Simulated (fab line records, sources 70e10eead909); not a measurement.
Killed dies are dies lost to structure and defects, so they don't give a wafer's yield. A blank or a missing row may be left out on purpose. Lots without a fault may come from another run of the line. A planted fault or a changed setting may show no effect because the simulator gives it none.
Problem report in the 8D (eight disciplines) form, filled by code | flow nand_harc | the parts of the form that need people (team, actions taken, sign-off) are left out

1. THE PROBLEM
killed_at_other at NHARC_END_SORT_01 reads a mean of 654.5 on 2 wafers of 2 lots; wafers without a fault read 0.8 with a standard deviation of 1.1. That is +99 or more standard deviations from the usual mean.
First seen on wafer L678.4, day 21 05:56, on prober-01. The record holds 14 wafers of 5 lots with a number at this step. Rule for "out", or "out of limits": more than 4 standard deviations from the usual mean. The other wafers with a number count as sound.

2. WHAT IT IS AND WHAT IT IS NOT
question                    | is                                                                                                                  | is not
which readings at this step | killed_at_other, defect_limited_yield, killed_dies, sort_bin_2_pct, sort_n_pass, sort_rim_yield_pct, sort_yield_pct | killed_at_array, killed_at_periphery, killed_open, killed_short, sort_bin_3_pct, sort_bin_4_pct
which lots                  | L678, L680                                                                                                          | L675, L685, L689
which wafers of those lots  | L678.4, L680.4                                                                                                      | L678.3, L680.2, L680.5
read on which gauges        | prober-01, prober-02                                                                                                | -
when                        | from day 21 05:56                                                                                                   | up to then (4 sound wafers); but 8 sound wafers of L680, L685, L689 came after

3. SUSPECTS, AND WHAT RULES EACH OUT
Counting: a tool at a process step up to the reading stays a suspect if it ran every lot that is out. Sound lots after the first of them don't rule it out here, since some wafers of a struck lot are sound.
- the gauge at NHARC_END_SORT_01: ruled out. The wafers that are out were read on 2 gauges (prober-01, prober-02).
- ecd_cu-01 at NHARC_THIN_TSV_ECD_20 (material Cu, target thk 2000 nm): kept. It ran every lot that is out, first L678 (day 20 07:37); its last sound lot up to then is L675 (day 19 05:02).
Left after counting: ecd_cu-01 at NHARC_THIN_TSV_ECD_20.

4. THE CAUSE (what the simulator had put in)
Process parameter drift: ecd_cu-01, from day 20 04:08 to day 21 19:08, at NHARC_THIN_TSV_ECD_20. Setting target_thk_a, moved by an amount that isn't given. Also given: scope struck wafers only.
Counting left only this tool.

5. THE CHAIN OF EFFECTS, in route order
Each row: a reading whose mean over the struck wafers that have a number lies more than 3 standard deviations from the usual. Only readings for which the record gives a usual standard deviation are gone through. hours: the time from each lot's start at the first step in this table that gives one to its start at this step, as a median over the lots. sigmas: the change in usual standard deviations.
hours | step              | reading              | usual  | on struck wafers | change | sigmas
0     | NHARC_END_SORT_01 | defect_limited_yield | 95.7 % | 0.0              | -95.7  | -64
0     | NHARC_END_SORT_01 | killed_at_other      | 0.8    | 654.5            | +653.7 | +99 or more
0     | NHARC_END_SORT_01 | killed_dies          | 29     | 677              | +648   | +65
0     | NHARC_END_SORT_01 | sort_bin_2_pct       | 1.3 %  | 97.5             | +96.2  | +99 or more
0     | NHARC_END_SORT_01 | sort_n_pass          | 648    | 0                | -648   | -65
0     | NHARC_END_SORT_01 | sort_rim_yield_pct   | 95 %   | 0                | -95    | -30
0     | NHARC_END_SORT_01 | sort_yield_pct       | 95.7 % | 0.0              | -95.7  | -64

6. WHAT WOULD HAVE CAUGHT IT SOONER
In this record the first reading out of limits at a measuring or inspecting step was taken at day 21 05:56, 26 hours after the fault began at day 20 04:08.
Of the lots that are out (2), L680 began NHARC_THIN_TSV_ECD_20 on ecd_cu-01 after day 21 05:56. A hold on the tool at that time would have spared it.
